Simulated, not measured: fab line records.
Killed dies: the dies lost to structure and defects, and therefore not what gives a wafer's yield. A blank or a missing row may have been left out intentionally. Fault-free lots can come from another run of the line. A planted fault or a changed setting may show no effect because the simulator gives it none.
fab line records ; flow n5Finfet
record lots=4; wafers=11; lastDay=19
route steps=1938 shown BEOL_M4@1037 PASSIVATION@1936
lots with no fault: from the same line, run without faults
startH: hours from the record's opening day to when the first of the lot's shown wafers began ; waitH: hours from the lot's prior step to this one ; " repeats the value in the row above ; L1.1+2: a row that stands for several wafers ; - no value present, or no start provided ; * or withheld: withheld ; < > ~ a bound
route shown NAME@n: names a module that has steps shown in the file, with the first one's number in the route ; usual: average and standard deviation across the fault-free wafers ; same: alike in all rows ; chamber/n: place in a boat ; sites: the reading at each site ; _std_site: how widely they spread, as a standard deviation ; _edge_site: outer sites' mean less inner sites' ; radiusMm: for every site, how far away it sits from the centre of the wafer ; mask NAME#n: copy n ; behind: the most recent tool/chamber to have shaped the wafer ; hold: reason for holding the lot/hours on hold/outcome of the hold ; device: names the non-switching transistor (n, p or np) ; end of line: at the end of the route, the tests of the same wafers ; where a step has no rows: the recipe by itself ; killed: the dies lost at the first sort to structure and to defects; this is not the yield of the wafer ; map: the dies of a wafer, with x for killed, . for not killed, _ for no die there
set.NAME: the setting that was run; set.NAME@STEP: the one run at that earlier step ; model.NAME: the simulator's own value behind a step, which no gauge read
lots seen at some steps along the route; tables by step, rows by wafer
services: a tool's chamber out of use, with start hour (startH, from the record's first day; less than 0 if before it), hours out, and reason
## steps
# step N5_BEOL_M4_DESCUM_16
# recipe chemistry=O2; timeS=7; sourcePowerW=50; biasPowerW=20; pressureMtorr=20; rfFrequencyHz=2.712e+07; tempC=40; resist=CAR-EUV; o2FlowSccm=225
# step N5_BEOL_M4_ETCH_74
# recipe chemistry=N2/H2; target=underlayer; targetDepthA=65; maskMaterial=CAR-EUV; timeS=5.2; ionEnergyEv=200; pressureMtorr=30; sourceW=840; biasW=150; n2FlowSccm=200; h2FlowSccm=200; ends=cleared
# step N5_BEOL_M4_ETCH_63
# recipe chemistry=CF4; target=SiARC; targetDepthA=156; maskMaterial=CAR-EUV; timeS=26; ionEnergyEv=80; pressureMtorr=40; sourceW=545; biasW=36; Ar_flow_sccm=100; cf4FlowSccm=100; ends=cleared
# step N5_BEOL_M4_ETCH_64
# recipe chemistry=N2/H2; target=SOC; targetDepthA=750; overetchA=225; maskMaterial=SiARC; tempC=40; timeS=121.9; ionEnergyEv=200; pressureMtorr=30; sourceW=840; biasW=150; n2FlowSccm=200; h2FlowSccm=200
# step N5_BEOL_M4_STRIP_65
# recipe chemistry=N2/H2; tempC=40; n2FlowSccm=200; h2FlowSccm=200; rfFrequencyHz=6e+07
# step N5_BEOL_M4_STRIP_75
# recipe chemistry=N2/H2; tempC=40; n2FlowSccm=200; h2FlowSccm=200; rfFrequencyHz=6e+07
# step N5_BEOL_M4_STRIP_66
# recipe chemistry=CF4; resist=SiARC; powerW=300; biasPowerW=75; pressureMtorr=50; cf4FlowSccm=150; rfFrequencyHz=6e+07
# step N5_BEOL_M4_HM_OPEN_17
# recipe chemistry=Cl2/BCl3; targetDepthA=200; overetchA=60; target=TiN; maskMaterial=SOC; ionEnergyEv=150; pressureMtorr=10; icpW=1000; biasW=126; Cl2_flow_sccm=53.25; bcl3FlowSccm=21.75; Ar_flow_sccm=25
# step N5_BEOL_M4_STRIP_19
# recipe chemistry=O2; powerW=400; tempC=40; pressureMtorr=30; rfFrequencyHz=6e+07; biasPowerW=0; overashFraction=0.2; o2FlowSccm=225
# step N5_BEOL_M4_COAT_67
# recipe resist=SOC; tempC=250; timeS=60; spinRpm=1500; resistThkNm=60
# step N5_BEOL_M4_COAT_68
# recipe resist=SiARC; tempC=220; timeS=60; spinRpm=1500; resistThkNm=12
# step N5_BEOL_M4_COAT_76
# recipe resist=underlayer; tempC=205; timeS=60; spinRpm=1500; resistThkNm=5
# usual chillPlateTempC=23.01/0.1; spinSpeedRpm=1500.1/1
lot.wafer;tool;chamber;startH;waitH;chillPlateTempC;spinSpeedRpm
L284.2;lithoTrack-05;0;209.50;-;22.89;1500.5
L284.3;lithoTrack-05;0;209.50;-;22.97;1500.1
L284.4;lithoTrack-05;0;209.50;-;22.93;1501.3
L291.2;lithoTrack-02;0;236.18;-;22.85;1500.2
L291.4;lithoTrack-02;0;236.18;-;23.01;1500.0
L297.2;lithoTrack-05;0;277.71;-;23.15;1684.2
L297.5;lithoTrack-05;0;277.71;-;23.00;1683.9
L297.6;lithoTrack-05;0;277.71;-;23.20;1683.7
L298.3;lithoTrack-05;0;287.31;-;23.08;1682.3
L298.4;lithoTrack-05;0;287.31;-;23.13;1683.1
L298.6;lithoTrack-05;0;287.31;-;23.00;1683.6
# step N5_BEOL_M4_COAT_22
# recipe resist=CAR-EUV; spinRpm=1500; resistThkNm=30
# step N5_BEOL_M4_EBR_24
# recipe solvent=PGMEA; ebrWidthMm=1.5
# step N5_BEOL_M4_SOFTBAKE_23
# recipe tempC=110; timeS=60; resist=CAR-EUV
# step N5_BEOL_M4_EXPOSE_25
# recipe maskId=V3; na=0.33; sourceShape=quasar; sigmaInner=0.2; sigmaOuter=0.8; polarization=unpolarized; defocusNm=5; doseMj=63
# step N5_BEOL_M4_PEB_26
# recipe pebTempC=100; pebTimeS=60; resist=CAR-EUV
# step N5_BEOL_M4_DEVELOP_27
# recipe developTimeS=30; developer=TMAH; resist=CAR-EUV; rinseLiquid=surfactantRinse; dry=airSpin; devTempC=23
# step N5_BEOL_M4_DESCUM_33
# recipe chemistry=O2; timeS=7; sourcePowerW=50; biasPowerW=20; pressureMtorr=20; rfFrequencyHz=2.712e+07; tempC=40; resist=CAR-EUV; o2FlowSccm=225
# step N5_BEOL_M4_ETCH_77
# recipe chemistry=N2/H2; target=underlayer; targetDepthA=65; maskMaterial=CAR-EUV; timeS=5.2; ionEnergyEv=200; pressureMtorr=30; sourceW=840; biasW=150; n2FlowSccm=200; h2FlowSccm=200; ends=cleared
# usual drypumpMotorCurrentA=5.6/0.41; etchRfOnTimeS=5.17/0.16; oesProductAu=0.67/0.061; rfFwdPowerW=819.4/2.7; rfVppV=523.7/2.8; showerheadPlenumPTorr=2.54/0.1; throttleValvePct=17.89/0.22
lot.wafer;tool;chamber;startH;waitH;drypumpMotorCurrentA;etchRfOnTimeS;oesProductAu;rfFwdPowerW;rfHoursCounterH;rfVppV;showerheadPlenumPTorr;throttleValvePct;model.CAR-EUV_of_BEOL_M4_COAT_22.thkNm;model.etch.depthNm
L284.2;rieDiel-01;3;209.93;0.0;5.5;5.19;0.64;822.0;140;521.2;2.46;18.19;20.6;4.993
L284.3;rieDiel-01;1;209.93;0.0;5.8;5.19;0.68;820.4;106;519.3;2.43;17.45;20.4;4.986
L284.4;rieDiel-01;2;209.93;0.0;5.6;5.15;0.67;812.6;99;523.8;2.57;17.72;20.2;5.003
L291.2;rieDiel-04;0;236.74;0.0;5.6;4.82;0.83;822.4;9;531.3;2.73;17.69;20.4;5.016
L291.4;rieDiel-04;2;236.74;0.0;4.7;5.11;0.74;819.1;-;528.5;2.62;18.16;20.2;5.007
L297.2;rieDiel-04;3;278.21;0.0;5.6;4.92;0.59;818.7;235;524.2;2.61;18.01;20.8;4.73
L297.5;rieDiel-04;0;278.21;0.0;5.6;4.61;0.79;821.4;-;528.4;2.73;17.73;20.6;4.723
L297.6;rieDiel-04;3;278.21;0.0;5.6;4.99;0.59;817.9;-;526.0;2.61;17.97;20.8;4.742
L298.3;rieDiel-01;3;287.74;0.0;5.4;4.93;0.61;820.5;169;520.7;2.45;18.20;20.6;4.743
L298.4;rieDiel-01;0;287.74;0.0;6.2;4.86;0.62;820.7;166;521.7;2.41;17.87;20.4;4.746
L298.6;rieDiel-01;1;287.74;0.0;5.8;5.06;0.64;815.8;-;521.8;2.42;17.51;20.8;4.745
# step N5_BEOL_M4_ETCH_69
# recipe chemistry=CF4; target=SiARC; targetDepthA=156; maskMaterial=CAR-EUV; timeS=26; ionEnergyEv=80; pressureMtorr=40; sourceW=545; biasW=36; Ar_flow_sccm=100; cf4FlowSccm=100; ends=cleared
# step N5_BEOL_M4_ALD_98
# recipe material=SiO2; targetThkA=25; tempC=100; aldPrecursorFamily=BDEAS; aldCoReactant=O2-plasma; pulseTimeS=1; coReactantPulseTimeS=1; purgeTimeS=2; coReactantPurgeTimeS=2; aldCycles=17; pressureTorr=2
# step N5_BEOL_M4_ETCHBACK_99
# recipe chemistry=CHF3; target=SiO2; targetDepthA=50; timeS=10.4; sourceW=215; biasW=47; Ar_flow_sccm=200; CHF3_flow_sccm=12; ionEnergyEv=100; pressureMtorr=30
# usual CHF3_flow_sccm=12.00/0.038; drypumpMotorCurrentA=5.6/0.46; mfcArSccm=200.0/0.55; oesProductAu=0.78/0.068; rfFwdPowerW=212.3/1; rfVppV=240/8.7; showerheadPlenumPTorr=2.15/0.08; throttleValvePct=17.07/0.16
lot.wafer;tool;chamber;startH;waitH;CHF3_flow_sccm;drypumpMotorCurrentA;mfcArSccm;oesProductAu;rfFwdPowerW;rfHoursCounterH;rfVppV;showerheadPlenumPTorr;throttleValvePct;model.CAR-EUV_of_BEOL_M4_COAT_22.thkNm
L284.2;rieDiel-01;0;211.76;1.4;12.02;6.2;199.2;0.75;213.1;137;226;2.05;17.12;10.6
L284.3;rieDiel-01;3;211.76;1.4;11.97;5.4;200.1;0.75;211.0;140;252;2.08;17.30;10.6
L284.4;rieDiel-01;2;211.76;1.4;12.00;5.6;200.1;0.78;214.0;100;236;2.14;16.77;10.4
L291.2;rieDiel-02;1;241.67;4.8;12.00;5.2;201.2;0.75;211.5;147;244;2.17;17.13;10.4
L291.4;rieDiel-02;0;241.67;4.8;11.93;6.2;199.0;0.77;211.9;145;252;2.04;17.06;10.2
L297.2;rieDiel-01;3;288.78;10.1;11.99;5.4;200.2;0.72;211.4;169;252;2.07;17.34;10.8
L297.5;rieDiel-01;1;288.78;10.1;12.06;5.8;199.2;0.76;212.2;-;246;2.09;16.99;10.8
L297.6;rieDiel-01;0;288.78;10.1;11.95;6.2;200.3;0.73;214.1;-;228;2.04;17.16;10.8
L298.3;rieDiel-02;3;288.82;0.9;12.06;4.9;199.5;0.81;212.6;86;242;2.16;17.05;10.8
L298.4;rieDiel-02;1;288.82;0.9;11.97;5.2;199.7;0.73;212.6;164;244;2.16;17.15;10.6
L298.6;rieDiel-02;3;288.82;0.9;12.06;4.9;199.9;0.80;212.7;-;243;2.16;17.04;10.8
# step N5_BEOL_M4_ETCH_70
# recipe chemistry=N2/H2; target=SOC; targetDepthA=800; overetchA=240; maskMaterial=SiARC; tempC=40; timeS=130; ionEnergyEv=200; pressureMtorr=30; sourceW=840; biasW=150; n2FlowSccm=200; h2FlowSccm=200
# step N5_BEOL_M4_RC_MEAS_101
# usual DIBL_N=35.8/2.2; DIBL_P=35.3/2.7; IOFF_N=0.16/0.043; IOFF_P=0.21/0.043; ION_N=676/15; ION_P=463/9.1; SS_N=71.4/0.77; SS_P=73.0/0.79; VT_N=250/4; VT_P=-249.8/2.8
lot.wafer;tool;chamber;startH;waitH;DIBL_N[mV/V];DIBL_P[mV/V];IOFF_N[nA/um];IOFF_P[nA/um];ION_N[uA/um];ION_P[uA/um];SS_N[mV/dec];SS_P[mV/dec];VT_N[mV];VT_P[mV]
L284.2;prober-02;0;216.40;0.2;37.2;35.4;0.16;0.23;689;472;71.5;73.1;251;-246.9
L284.3;prober-02;0;216.40;0.2;35.7;34.5;0.14;0.22;690;474;71.5;72.7;248;-248.2
L284.4;prober-02;0;216.40;0.2;41.9;39.8;0.30;0.32;684;458;74.6;75.0;242;-244.9
L291.2;prober-01;0;247.74;0.2;37.8;38.9;0.19;0.25;668;459;72.5;73.8;245;-245.8
L291.4;prober-01;0;247.74;0.2;34.4;35.1;0.12;0.18;680;466;72.0;73.0;251;-252.1
L297.2;prober-02;0;293.61;0.2;37.6;36.9;0.19;0.23;654;448;72.2;73.8;250;-248.7
L297.5;prober-02;0;293.61;0.2;36.1;36.1;0.15;0.21;677;470;71.7;73.2;250;-247.8
L297.6;prober-02;0;293.61;0.2;34.4;34.3;0.13;0.19;675;472;70.7;73.2;252;-249.5
L298.3;prober-01;0;294.46;0.3;35.7;35.3;0.15;0.19;662;453;72.0;73.1;249;-250.8
L298.4;prober-01;0;294.46;0.3;41.0;42.9;0.29;0.33;709;482;73.2;75.2;240;-245.0
L298.6;prober-01;0;294.46;0.3;36.2;37.7;0.17;0.23;698;475;71.3;73.4;249;-249.8
# step N5_PASSIVATION_PROBE_49
# usual defectLimitedYield=91.1/1.4; killed_at_M0_to_M3=34/11; killed_at_M4_up=14/5.6; killedAtContacts=13/5.9; killedAtFrontEnd=40/11; killedAtOther=4/3.1; killedDies=105/16; killedOnRim=14/4.2; killedOpen=68/11; killedShort=34/8.4; sort_bin_4_leakage=0.01/0.11; sort_bin_5_function=5.2/0.86; sort_bin_6_memory=3.2/0.7; sortNPass=1074/21; sortYieldPct=91.0/1.8
# same grossDies=1180; killedAtBackSide=0; sort_bin_8_speed[%]=0
lot.wafer;tool;chamber;startH;waitH;defectLimitedYield[%];killed_at_M0_to_M3;killed_at_M4_up;killedAtContacts;killedAtFrontEnd;killedAtOther;killedDies;killedOnRim;killedOpen;killedShort;sort_bin_4_leakage[%];sort_bin_5_function[%];sort_bin_6_memory[%];sortNPass;sortYieldPct[%]
L291.2;prober-01;-;347.43;0.1;91.6;27;14;12;41;5;99;9;61;35;0;5.2;3.1;1081;91.6
L291.4;prober-01;-;347.53;0.2;92.5;36;14;8;27;3;88;10;57;27;0;4.6;2.7;1092;92.5
# killed by level:class
L291.2 MOL_CONTACT_COAG:geometricParticle:open=10 BEOL_M4:geometricParticle:open=7 STI_FIN_REVEAL:geometricParticle:open=6 DUMMY_GATE:geometricParticle:open=6 BEOL_M0_SAQP:geometricParticle:short=6 BEOL_M2:geometricParticle:open=6 BEOL_M3:geometricParticle:open=6 FIN_SAQP:geometricParticle:short=5
L291.4 MOL_CONTACT_COAG:geometricParticle:open=8 BEOL_M2:geometricParticle:open=8 BEOL_M0_SAQP:geometricParticle:short=7 DUMMY_GATE:geometricParticle:open=6 BEOL_M3:geometricParticle:open=6 BEOL_M0_SAQP:geometricParticle:open=4 BEOL_M0:geometricParticle:open=4 BEOL_M4:geometricParticle:open=4
## services
tool;chamber;startH;hours;kind
rieDiel-04;0;204.10;-;clean
rieDiel-04;0;204.10;-;consumableReplace:focusRing
rieDiel-04;0;204.10;-;consumableReplace:showerhead
rieDiel-04;0;204.10;12.5;scheduledDown
rieDiel-04;0;204.10;12.5;ventCycle
rieDiel-01;-;205.96;2.7;repair
lithoTrack-05;-;211.65;-;consumableReplace:filter
rieDiel-04;1;218.53;47.5;repair
lithoTrack-05;-;236.04;-;consumableReplace:filter
lithoTrack-05;-;243.01;-;consumableReplace:filter
rieDiel-02;2;251.79;2.0;repair
rieDiel-02;0;254.07;3.1;repair
## key
firstSign step=N5_BEOL_M4_COAT_76; reading=spinSpeedRpm; direction=up; sigmas=99+; usual=*; struck=*
effect none on later readings
modelEffect step=N5_BEOL_M4_ETCH_77; value=CAR-EUV_of_BEOL_M4_COAT_22.thkNm; without=20.37; struck=20.67
modelEffect step=N5_BEOL_M4_ETCHBACK_99; value=CAR-EUV_of_BEOL_M4_COAT_22.thkNm; without=10.43; struck=10.77
metAt N5_BEOL_M4_COAT_76
struckWafers L297.2,L297.5,L297.6,L298.3,L298.4,L298.6
onsetBetween 209.50 277.71
fault kind=processParameterDrift; tool=lithoTrack-05; chamber=-; onsetH=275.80; steps=N5_BEOL_M4_COAT_76; channel=spinRpm; offset=*; shape=step; endH=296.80; actsIn=*; stated=*
